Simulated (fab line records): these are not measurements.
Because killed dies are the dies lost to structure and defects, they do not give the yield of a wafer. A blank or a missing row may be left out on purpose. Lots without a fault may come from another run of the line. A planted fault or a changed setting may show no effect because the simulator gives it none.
Matching of chambers	flow n5 finfet	N5_SD_EPI_P_ETCHBACK_46 on rie diel-05 has 4 sister chambers
The step etches SiNx in CH3F/O2, stops on SiO2, target depth 17.5 nm. 16 wafers are shown with their chamber, then 8 later ones without.

EACH WAFER AND ITS CHAMBER
wafer	chamber	rf vpp V (V)	showerhead plenum p Torr (Torr)	oes_o_777_au (a.u.)
L075.1	2	308	2.07	0.68
L075.2	1	309	2.09	0.76
L075.6	3	302	2.06	0.75
L077.1	1	309	2.09	0.76
L077.4	2	308	2.07	0.67
L077.6	3	301	2.06	0.75
L080.2	1	308	2.09	0.75
L080.3	0	292	2.06	0.97
L080.4	1	309	2.09	0.75
L082.1	2	308	2.06	0.97
L082.3	1	308	2.09	0.75
L082.4	0	292	2.06	0.95
L086.1	3	301	2.05	0.74
L086.2	0	291	2.05	0.93
L086.3	1	309	2.09	0.74
L089.2	2	309	2.06	0.91

SIGNATURES, as means of the wafers listed above
reading	chamber 0	chamber 1	chamber 2	chamber 3	scatter within a chamber
rf vpp V	291.67	308.67	308.25	301.33	0.534
showerhead plenum p Torr	2.0567	2.0900	2.0650	2.0567	0.00441
oes_o_777_au	0.9500	0.7517	0.8075	0.7467	0.0781
Rule: distance of a wafer from a chamber = root of the sum over the readings of ((wafer's reading minus chamber's mean) / reading's scatter) squared. If the next closest chamber is less than 2 further off than the closest, the wafer can't be placed; otherwise it belongs to the closest. The scatter is the square root of a quotient: the sum, over the shown wafers, of each reading's squared deviation from its chamber's mean, divided by wafers minus chambers.

WAFERS MISSING THEIR CHAMBER
wafer	rf vpp V (V)	showerhead plenum p Torr (Torr)	oes_o_777_au (a.u.)
L089.3	309	2.08	0.74
L089.4	292	2.05	0.92
L091.3	292	2.05	0.91
L091.4	308	2.06	0.90
L091.6	308	2.08	0.73
L096.1	308	2.06	0.89
L096.2	300	2.04	0.72
L096.6	309	2.08	0.72

WHICH CHAMBER EACH ONE RAN IN
wafer	from the rows above	in truth
L089.3	can't be placed: 1 or 2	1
L089.4	0	0
L091.3	0	0
L091.4	2	2
L091.6	can't be placed: 1 or 2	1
L096.1	2	2
L096.2	3	3
L096.6	can't be placed: 1 or 2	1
Correctly placed: 5 of 8. These rows do not allow placing 3 (true chamber among the candidates in 3). Number placed wrongly: 0.
